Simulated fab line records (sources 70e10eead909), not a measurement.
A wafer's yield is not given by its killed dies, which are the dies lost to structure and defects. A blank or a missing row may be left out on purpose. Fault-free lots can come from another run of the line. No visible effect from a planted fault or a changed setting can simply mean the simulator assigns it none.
fab line records + flow nand-harc
[record]
- lots = 6
- wafers = 18
- last-day = 32
route steps=1302 shown P_GATE@195 END@1302
lots untouched by any fault: they come from a run of this same line in which no faults occurred
start-h: start of the lot's first displayed wafer, in hours after the record's first day + wait-h: hours from the lot's prior step to this one + " as in the row above + L1.1+2: one row covering several wafers at once + - no value present, or no start provided + * or withheld: withheld + < > ~ a bound
route shown NAME@n: a module of which the file shows steps, and the number in the route of the first + usual: mean/standard deviation taken from wafers without a fault + same: alike in all rows + chamber/n: place in a boat + sites: each site's reading + _std_site: standard deviation of those values + _edge_site: outer sites' mean less inner sites' + radius-mm: how far each site lies from the wafer's centre + mask NAME#n: copy n + behind: the tool/chamber that last shaped the wafer + hold: why the lot was held/for how many hours/how that ended + device: which transistor (n, p or np) failed to switch + end of line: the route-end tests of the same wafers + step lacking rows: just its recipe + killed: not the wafer's yield, but the dies lost to structure and defects at the first sort + map: the dies of a wafer, with x for killed, . for not killed, _ for no die there
set.NAME: setting as actually run; set.NAME@STEP: the setting as run at that earlier step + model.NAME: the simulator's own value behind a step, which no gauge read
lots at selected steps of the route; one table per step, one row per wafer
services: when a tool's chamber went out of use (start-h, in hours from the record's first day, below 0 if earlier), for how many hours, and the reason
[[steps]]
[step NHARC_P_GATE_SOFTBAKE_86]
[recipe]
- temp-c = 122
- time-s = 95
[step NHARC_P_GATE_EBR_87]
[step NHARC_P_GATE_EXPOSE_88]
[recipe]
- na = 0.6
- target-cd-nm = 2000
- dose-mj = 11.87
- mask-id = P_HVN
[step NHARC_P_GATE_PEB_89]
[recipe]
- peb-temp-c = 118
- peb-time-s = 85
[step NHARC_P_GATE_DEVELOP_90]
[recipe]
- time-s = 70
[step NHARC_P_GATE_CD_MEAS_91]
[recipe]
- target-cd-nm = 2000
- landing-energy-ev = 500
[usual]
- cd-nm = 2000.4/2.3
| lot.wafer | tool      | chamber | start-h | wait-h | cd-nm  |
|-----------|-----------|---------|---------|--------|--------|
| L647.3    | cd-sem-01 | 0       | 123.43  | -      | 1999.6 |
| L647.4    | "         | 0       | "       | "      | 1998.4 |
| L647.6    | "         | 0       | "       | "      | 2003.6 |
| L649.3    | cd-sem-01 | 0       | 153.65  | -      | 2002.9 |
| L649.4    | "         | 0       | "       | "      | 1998.2 |
| L649.6    | "         | 0       | "       | "      | 1999.9 |
| L651.2    | cd-sem-02 | 0       | 167.88  | -      | 1999.2 |
| L651.3    | "         | 0       | "       | "      | 2003.4 |
| L651.4    | "         | 0       | "       | "      | 2001.7 |
| L663.1    | cd-sem-01 | 0       | 285.95  | -      | 2004.4 |
| L663.2    | "         | 0       | "       | "      | 2001.8 |
| L663.4    | "         | 0       | "       | "      | 2000.8 |
| L664.3    | cd-sem-01 | 0       | 306.52  | -      | 1997.9 |
| L664.4    | "         | 0       | "       | "      | 1996.1 |
| L664.6    | "         | 0       | "       | "      | 1999.6 |
| L665.2    | cd-sem-02 | 0       | 310.73  | -      | 2000.5 |
| L665.3    | "         | 0       | "       | "      | 1997.3 |
| L665.5    | "         | 0       | "       | "      | 2003.8 |
[step NHARC_P_GATE_HARDBAKE_92]
[recipe]
- temp-c = 125
- time-s = 80
[step NHARC_P_GATE_DESCUM_93]
[recipe]
- time-s = 3
- o2-flow-sccm = 200
- ar-flow-sccm = 0
- bias-power-w = 0
- chemistry = O2
[usual]
- drypump-motor-current-A = 5.9/0.48
- oes-product-au = 0.999/0.011
- rf-vpp-V = 57.8/0.88
- showerhead-plenum-p-Torr = 1.90/0.082
- throttle-valve-pct = 11.312/0.0085
| lot.wafer | tool        | chamber | start-h | wait-h | drypump-motor-current-A | oes-product-au | rf-hours-counter-h | rf-vpp-V | showerhead-plenum-p-Torr | throttle-valve-pct |
|-----------|-------------|---------|---------|--------|-------------------------|----------------|--------------------|----------|--------------------------|--------------------|
| L647.3    | rie-diel-05 | 1       | 123.58  | -      | 5.2                     | 1.003          | 4                  | 58.7     | 2.01                     | 11.316             |
| L647.4    | "           | 2       | "       | "      | 5.7                     | 1.005          | 4                  | 57.2     | 1.98                     | 11.295             |
| L647.6    | "           | 2       | "       | "      | 5.7                     | 1.001          | -                  | 58.0     | 1.98                     | 11.317             |
| L649.4    | rie-diel-05 | 3       | 153.81  | -      | 6.4                     | 1.018          | 6                  | 56.8     | 1.85                     | 11.318             |
| L649.3    | "           | 0       | "       | "      | 6.5                     | 1.004          | 6                  | 56.9     | 1.83                     | 11.295             |
| L649.6    | "           | 3       | "       | "      | 6.4                     | 0.992          | -                  | 58.5     | 1.85                     | 11.315             |
| L651.3    | rie-diel-05 | 0       | 168.05  | -      | 6.6                     | 1.016          | 6                  | 56.9     | 1.83                     | 11.310             |
| L651.4    | "           | 1       | "       | "      | 5.2                     | 1.004          | 7                  | 58.6     | 2.01                     | 11.320             |
| L651.2    | "           | 2       | "       | "      | 5.8                     | 0.993          | 7                  | 58.7     | 1.98                     | 11.317             |
| L663.1    | rie-diel-05 | 2       | 286.11  | -      | 5.8                     | 0.987          | 2                  | 59.2     | 1.98                     | 11.322             |
| L663.4    | "           | 3       | "       | "      | 6.4                     | 1.001          | 2                  | 59.1     | 1.85                     | 11.311             |
| L663.2    | "           | 0       | "       | "      | 6.5                     | 0.993          | 2                  | 57.8     | 1.83                     | 11.301             |
| L664.3    | rie-diel-09 | 0       | 306.71  | -      | 5.8                     | 0.994          | 9                  | 57.7     | 1.81                     | 11.296             |
| L664.4    | "           | 1       | "       | "      | 6.3                     | 1.016          | 10                 | 57.0     | 1.97                     | 11.327             |
| L664.6    | "           | 3       | "       | "      | 6.2                     | 1.015          | -                  | 56.8     | 1.78                     | 11.298             |
| L665.3    | rie-diel-13 | 1       | 310.88  | -      | 5.4                     | 1.004          | 8                  | 57.3     | 1.96                     | 11.300             |
| L665.2    | "           | 0       | "       | "      | 4.8                     | 0.996          | 6                  | 56.7     | 1.95                     | 11.310             |
| L665.5    | "           | 2       | "       | "      | 6.3                     | 0.993          | -                  | 57.7     | 2.01                     | 11.307             |
[step NHARC_P_GATE_IMPLANT_94]
[recipe]
- energy-kev = 60
- dose-cm2 = 2e+15
- tilt-deg = 7
[step NHARC_P_GATE_STRIP_113]
[recipe]
- power-w = 1500
- temp-c = 110
- time-s = 740
- chemistry = N2/H2
[usual]
- drypump-motor-current-A = 5.66/0.17
- heater-power-w = 83/6.5
- rf-refl-power-W = 17/8.5
| lot.wafer | tool            | chamber | start-h | wait-h | drypump-motor-current-A | heater-power-w | rf-hours-counter-h | rf-refl-power-W |
|-----------|-----------------|---------|---------|--------|-------------------------|----------------|--------------------|-----------------|
| L647.3    | plasma-asher-01 | 1       | 124.19  | 0.4    | 5.60                    | 91             | -                  | 12              |
| L647.4    | "               | 0       | "       | "      | 5.63                    | 73             | -                  | 13              |
| L647.6    | "               | 1       | "       | "      | 5.58                    | 90             | -                  | 12              |
| L649.4    | plasma-asher-02 | 0       | 156.15  | 0.3    | 5.51                    | 78             | -                  | 14              |
| L649.3    | "               | 1       | "       | "      | 5.97                    | 89             | -                  | 33              |
| L649.6    | "               | 1       | "       | "      | 5.93                    | 88             | -                  | 33              |
| L651.2    | plasma-asher-02 | 1       | 168.56  | 0.3    | 5.96                    | 88             | 17                 | 32              |
| L651.3    | "               | 0       | "       | "      | 5.48                    | 80             | -                  | 14              |
| L651.4    | "               | 1       | "       | "      | 5.95                    | 88             | -                  | 32              |
| L663.1    | plasma-asher-02 | 0       | 286.48  | 0.2    | 5.48                    | 78             | 5                  | 15              |
| L663.2    | "               | 1       | "       | "      | 5.95                    | 87             | 5                  | 31              |
| L663.4    | "               | 1       | "       | "      | 5.96                    | 86             | -                  | 32              |
| L664.3    | plasma-asher-01 | 0       | 307.30  | 0.4    | 5.62                    | 75             | -                  | 12              |
| L664.4    | "               | 1       | "       | "      | 5.61                    | 89             | -                  | 11              |
| L664.6    | "               | 0       | "       | "      | 5.64                    | 76             | -                  | 12              |
| L665.2    | plasma-asher-02 | 0       | 311.25  | 0.2    | 5.49                    | 76             | 10                 | 14              |
| L665.3    | "               | 0       | "       | "      | 5.49                    | 77             | -                  | 13              |
| L665.5    | "               | 0       | "       | "      | 5.48                    | 75             | -                  | 13              |
[step NHARC_P_GATE_STRIP_95]
[recipe]
- power-w = 1500
- temp-c = 250
- chemistry = O2
[usual]
- drypump-motor-current-A = 5.67/0.18
- heater-power-w = 310/25
- rf-refl-power-W = 17/8.4
| lot.wafer | tool            | chamber | start-h | wait-h | drypump-motor-current-A | heater-power-w | rf-hours-counter-h | rf-refl-power-W |
|-----------|-----------------|---------|---------|--------|-------------------------|----------------|--------------------|-----------------|
| L647.3    | plasma-asher-01 | 1       | 124.69  | 0.4    | 5.61                    | 344            | -                  | 11              |
| L647.4    | "               | 0       | "       | "      | 5.65                    | 278            | -                  | 12              |
| L647.6    | "               | 1       | "       | "      | 5.60                    | 350            | -                  | 12              |
| L649.4    | plasma-asher-02 | 0       | 156.65  | 0.4    | 5.47                    | 295            | -                  | 14              |
| L649.3    | "               | 1       | "       | "      | 5.95                    | 333            | -                  | 32              |
| L649.6    | "               | 1       | "       | "      | 5.96                    | 328            | -                  | 32              |
| L651.2    | plasma-asher-02 | 1       | 169.18  | 0.5    | 5.93                    | 333            | 18                 | 31              |
| L651.3    | "               | 0       | "       | "      | 5.47                    | 302            | -                  | 14              |
| L651.4    | "               | 1       | "       | "      | 5.94                    | 332            | -                  | 32              |
| L663.1    | plasma-asher-02 | 0       | 287.21  | 0.6    | 5.47                    | 281            | 5                  | 14              |
| L663.2    | "               | 1       | "       | "      | 5.96                    | 323            | 5                  | 31              |
| L663.4    | "               | 1       | "       | "      | 5.97                    | 318            | -                  | 31              |
| L664.3    | plasma-asher-01 | 0       | 307.79  | 0.4    | 5.65                    | 288            | -                  | 12              |
| L664.4    | "               | 1       | "       | "      | 5.59                    | 348            | -                  | 11              |
| L664.6    | "               | 0       | "       | "      | 5.64                    | 286            | -                  | 12              |
| L665.2    | plasma-asher-02 | 0       | 311.97  | 0.6    | 5.49                    | 285            | 11                 | 14              |
| L665.3    | "               | 0       | "       | "      | 5.46                    | 278            | -                  | 14              |
| L665.5    | "               | 0       | "       | "      | 5.47                    | 278            | -                  | 14              |
[step NHARC_P_GATE_STRIP_96]
[recipe]
- time-s = 900
- temp-c = 130
- chemistry = SPM
[step NHARC_P_GATE_RTA_64]
[recipe]
- temp-c = 1050
- time-s = 1
[usual]
- anneal-temp-c-max = 1054.1/1.4
- lamp-power-pct = 39.2/2.5
- wafer_temp_C_max = 1055.5/1.1
| lot.wafer | tool          | chamber | start-h | wait-h | anneal-temp-c-max | lamp-power-pct | wafer_temp_C_max |
|-----------|---------------|---------|---------|--------|-------------------|----------------|------------------|
| L647.3    | rtp-anneal-02 | 0       | 125.35  | -      | 1054.8            | 42.1           | 1055.3           |
| L647.4    | "             | 0       | "       | "      | 1054.8            | 42.2           | 1055.7           |
| L647.6    | "             | 0       | "       | "      | 1056.7            | 42.1           | 1056.4           |
| L649.3    | rtp-anneal-01 | -       | 157.25  | -      | -                 | -              | -                |
| L649.4    | "             | -       | "       | "      | -                 | -              | -                |
| L649.6    | "             | -       | "       | "      | -                 | -              | -                |
| L651.2    | rtp-anneal-01 | -       | 169.76  | -      | -                 | -              | -                |
| L651.3    | "             | -       | "       | "      | -                 | -              | -                |
| L651.4    | "             | -       | "       | "      | -                 | -              | -                |
| L663.1    | rtp-anneal-02 | 0       | 287.77  | -      | 1057.7            | 42.1           | 1056.1           |
| L663.2    | "             | 0       | "       | "      | 1055.4            | 42.1           | 1054.8           |
| L663.4    | "             | 0       | "       | "      | 1054.1            | 42.1           | 1056.0           |
| L664.3    | rtp-anneal-01 | 0       | 308.39  | -      | 1052.7            | 37.2           | 1055.6           |
| L664.4    | "             | 0       | "       | "      | 1052.3            | 37.1           | 1054.0           |
| L664.6    | "             | 0       | "       | "      | 1053.5            | 37.1           | 1054.2           |
| L665.2    | rtp-anneal-01 | 0       | 312.62  | -      | 1053.4            | 37.2           | 1056.5           |
| L665.3    | "             | 0       | "       | "      | 1053.3            | 37.1           | 1055.8           |
| L665.5    | "             | 0       | "       | "      | 1052.6            | 37.2           | 1054.6           |
[step NHARC_P_GATE_ETCH_77]
[recipe]
- target-depth-a = 60
- chemistry = dHF
- material = SiO2
[step NHARC_END_SORT_01]
[recipe]
- temp-c = 25
[usual]
- killed-at-array = 47/18
- killed-at-other = 0.9/1.1
- killed-at-periphery = 4/3.1
- killed-dies = 52/18
- killed-open = 3.1/1.5
- killed-short = 2.4/1.5
[same]
- gross-dies = 677
| lot.wafer | tool      | chamber | start-h | wait-h | killed-at-array | killed-at-other | killed-at-periphery | killed-dies | killed-open | killed-short |
|-----------|-----------|---------|---------|--------|-----------------|-----------------|---------------------|-------------|-------------|--------------|
| L649.3    | prober-01 | 0       | 620.83  | 3.1    | 92              | 0               | 585                 | 677         | 3           | 6            |
| L649.4    | prober-01 | 0       | 621.63  | 3.4    | 76              | 1               | 600                 | 677         | 5           | 1            |
| L649.6    | prober-01 | 0       | 623.22  | 4.0    | 79              | 1               | 597                 | 677         | 2           | 7            |
| L651.2    | prober-02 | 0       | 624.76  | 2.8    | 19              | 3               | 655                 | 677         | 5           | 2            |
| L651.3    | prober-02 | 0       | 625.55  | 3.1    | 26              | 1               | 650                 | 677         | 7           | 1            |
| L651.4    | prober-02 | 0       | 626.33  | 3.4    | 33              | 3               | 641                 | 677         | 3           | 3            |
// killed by level:class
L649.3 P_GATE:area-rta=582 A_CHANNEL_HOLE_D1:chamber-film-flake=32 A_SLIT:chamber-film-flake=23 A_CHANNEL_HOLE_D2:chamber-film-flake=17 A_CONTACT:chamber-film-flake=8 A_CHANNEL_FILL_D1:geometric-particle:short=3 P_GATE:chamber-film-flake=2 A_WL_FILL:chamber-film-flake=2
L649.4 P_GATE:area-rta=593 A_CHANNEL_HOLE_D2:chamber-film-flake=38 A_SLIT:chamber-film-flake=21 A_CHANNEL_HOLE_D1:chamber-film-flake=10 A_CONTACT:chamber-film-flake=4 P_GATE:chamber-film-flake=2 P_GATE:geometric-particle:open=1 P_M2:geometric-particle:open=1
L649.6 P_GATE:area-rta=593 A_CHANNEL_HOLE_D1:chamber-film-flake=33 A_SLIT:chamber-film-flake=21 A_CHANNEL_HOLE_D2:chamber-film-flake=15 A_DECK1_JOINT:geometric-particle:short=2 A_CHANNEL_FILL_D2:geometric-particle:short=2 P_GATE:chamber-film-flake=2 A_CONTACT:chamber-film-flake=2
L651.2 P_GATE:area-rta=651 A_CHANNEL_HOLE_D2:chamber-film-flake=6 A_CHANNEL_FILL_D1:chamber-film-flake=3 THIN_TSV:chamber-film-flake=3 A_CONTACT:chamber-film-flake=2 P_GATE:chamber-film-flake=2 A_WL_FILL:chamber-film-flake=2 P_CONTACT:geometric-particle:short=1
L651.3 P_GATE:area-rta=642 P_GATE:chamber-film-flake=7 A_CHANNEL_HOLE_D2:chamber-film-flake=7 A_WL_FILL:chamber-film-flake=4 A_CHANNEL_FILL_D1:chamber-film-flake=3 A_SOURCE_PLATE:geometric-particle:open=2 A_DECK1_JOINT:geometric-particle:open=2 A_CONTACT:chamber-film-flake=2
L651.4 P_GATE:area-rta=634 A_CHANNEL_HOLE_D2:chamber-film-flake=13 A_WL_FILL:chamber-film-flake=6 P_GATE:chamber-film-flake=5 A_CHANNEL_HOLE_D1:chamber-film-flake=3 A_STAIRCASE:chamber-film-flake=3 THIN_TSV:chamber-film-flake=3 A_CHANNEL_FILL_D1:chamber-film-flake=2
// map L649.3 (x killed, . not)
____________x____________
_________xxxxxxx_________
_______xxxxxxxxxxx_______
______xxxxxxxxxxxxx______
_____xxxxxxxxxxxxxxx_____
____xxxxxxxxxxxxxxxxx____
____xxxxxxxxxxxxxxxxx____
___xxxxxxxxxxxxxxxxxxx___
___xxxxxxxxxxxxxxxxxxx___
__xxxxxxxxxxxxxxxxxxxxx__
__xxxxxxxxxxxxxxxxxxxxx__
_xxxxxxxxxxxxxxxxxxxxxxx_
_xxxxxxxxxxxxxxxxxxxxxxx_
_xxxxxxxxxxxxxxxxxxxxxxx_
_xxxxxxxxxxxxxxxxxxxxxxx_
_xxxxxxxxxxxxxxxxxxxxxxx_
xxxxxxxxxxxxxxxxxxxxxxxxx
xxxxxxxxxxxxxxxxxxxxxxxxx
xxxxxxxxxxxxxxxxxxxxxxxxx
xxxxxxxxxxxxxxxxxxxxxxxxx
xxxxxxxxxxxxxxxxxxxxxxxxx
_xxxxxxxxxxxxxxxxxxxxxxx_
_xxxxxxxxxxxxxxxxxxxxxxx_
_xxxxxxxxxxxxxxxxxxxxxxx_
_xxxxxxxxxxxxxxxxxxxxxxx_
_xxxxxxxxxxxxxxxxxxxxxxx_
__xxxxxxxxxxxxxxxxxxxxx__
__xxxxxxxxxxxxxxxxxxxxx__
___xxxxxxxxxxxxxxxxxxx___
___xxxxxxxxxxxxxxxxxxx___
____xxxxxxxxxxxxxxxxx____
____xxxxxxxxxxxxxxxxx____
_____xxxxxxxxxxxxxxx_____
______xxxxxxxxxxxxx______
_______xxxxxxxxxxx_______
_________xxxxxxx_________
____________x____________
// map L651.2 (x killed, . not)
____________x____________
_________xxxxxxx_________
_______xxxxxxxxxxx_______
______xxxxxxxxxxxxx______
_____xxxxxxxxxxxxxxx_____
____xxxxxxxxxxxxxxxxx____
____xxxxxxxxxxxxxxxxx____
___xxxxxxxxxxxxxxxxxxx___
___xxxxxxxxxxxxxxxxxxx___
__xxxxxxxxxxxxxxxxxxxxx__
__xxxxxxxxxxxxxxxxxxxxx__
_xxxxxxxxxxxxxxxxxxxxxxx_
_xxxxxxxxxxxxxxxxxxxxxxx_
_xxxxxxxxxxxxxxxxxxxxxxx_
_xxxxxxxxxxxxxxxxxxxxxxx_
_xxxxxxxxxxxxxxxxxxxxxxx_
xxxxxxxxxxxxxxxxxxxxxxxxx
xxxxxxxxxxxxxxxxxxxxxxxxx
xxxxxxxxxxxxxxxxxxxxxxxxx
xxxxxxxxxxxxxxxxxxxxxxxxx
xxxxxxxxxxxxxxxxxxxxxxxxx
_xxxxxxxxxxxxxxxxxxxxxxx_
_xxxxxxxxxxxxxxxxxxxxxxx_
_xxxxxxxxxxxxxxxxxxxxxxx_
_xxxxxxxxxxxxxxxxxxxxxxx_
_xxxxxxxxxxxxxxxxxxxxxxx_
__xxxxxxxxxxxxxxxxxxxxx__
__xxxxxxxxxxxxxxxxxxxxx__
___xxxxxxxxxxxxxxxxxxx___
___xxxxxxxxxxxxxxxxxxx___
____xxxxxxxxxxxxxxxxx____
____xxxxxxxxxxxxxxxxx____
_____xxxxxxxxxxxxxxx_____
______xxxxxxxxxxxxx______
_______xxxxxxxxxxx_______
_________xxxxxxx_________
____________x____________
[[services]]
| tool            | chamber | start-h | hours | kind       |
|-----------------|---------|---------|-------|------------|
| rie-diel-05     | 0       | 110.73  | -     | clean      |
| rie-diel-05     | 1       | 110.73  | -     | clean      |
| rie-diel-05     | 2       | 110.73  | -     | clean      |
| rie-diel-05     | 3       | 110.73  | -     | clean      |
| rie-diel-05     | 0       | 135.23  | -     | clean      |
| rie-diel-05     | 1       | 135.23  | -     | clean      |
| rie-diel-05     | 2       | 135.23  | -     | clean      |
| rie-diel-05     | 3       | 135.23  | -     | clean      |
| rie-diel-09     | -       | 143.10  | 9.0   | pm         |
| rie-diel-05     | 0       | 159.73  | -     | clean      |
| rie-diel-05     | -       | 161.51  | 0.4   | repair     |
| plasma-asher-01 | -       | 162.72  | 1.8   | repair     |
| rie-diel-13     | -       | 165.00  | 9.0   | pm         |
| plasma-asher-01 | -       | 165.77  | 9.0   | pm         |
| rie-diel-13     | 0       | 198.11  | 16.3  | repair     |
| rie-diel-13     | 1       | 204.12  | 13.5  | repair     |
| plasma-asher-02 | -       | 210.15  | 3.4   | repair     |
| rie-diel-05     | -       | 229.60  | 9.0   | pm         |
| plasma-asher-02 | -       | 249.00  | 9.0   | pm         |
| plasma-asher-02 | 0       | 249.00  | 9.0   | vent-cycle |
| plasma-asher-02 | 1       | 249.00  | 9.0   | vent-cycle |
| plasma-asher-01 | -       | 257.80  | 1.0   | repair     |
| plasma-asher-02 | 0       | 258.00  | -     | clean      |
| plasma-asher-02 | 1       | 258.00  | -     | clean      |
[[key]]
[first-sign]
- step = NHARC_P_GATE_RTA_64
- reading = tool-record
- direction = missing
[effect]
- step = NHARC_END_SORT_01
- reading = killed-at-periphery
- direction = up
- sigmas = 99+
- usual = 4
- struck = 621
[more-kills-born-at]
- NHARC_P_GATE_RTA_64@rtp-anneal-01 = 3695
met-at NHARC_P_GATE_RTA_64
struck-wafers L649.3,L649.4,L649.6,L651.2,L651.3,L651.4
later-rows-left-out L649.3,L649.4,L649.6,L651.2,L651.3,L651.4
tester-left-out L649,L651
[fault]
- kind = skipped-step-whole
- tool = rtp-anneal-01
- chamber = -
- onset-h = 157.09
- steps = NHARC_P_GATE_RTA_64
- scope = struck-lots-only
// tester-left-out: of these lots the tester's yield and bins aren't shown, on N5 and GAA mostly nor the transistor test; their killed dies are dies lost to structure and defects alone, not to doping, threshold or leakage, so they don't give the yield
// later-rows-left-out: the simulator's readings of these wafers behind a module that went badly wrong aren't trusted and aren't shown, but for the sort
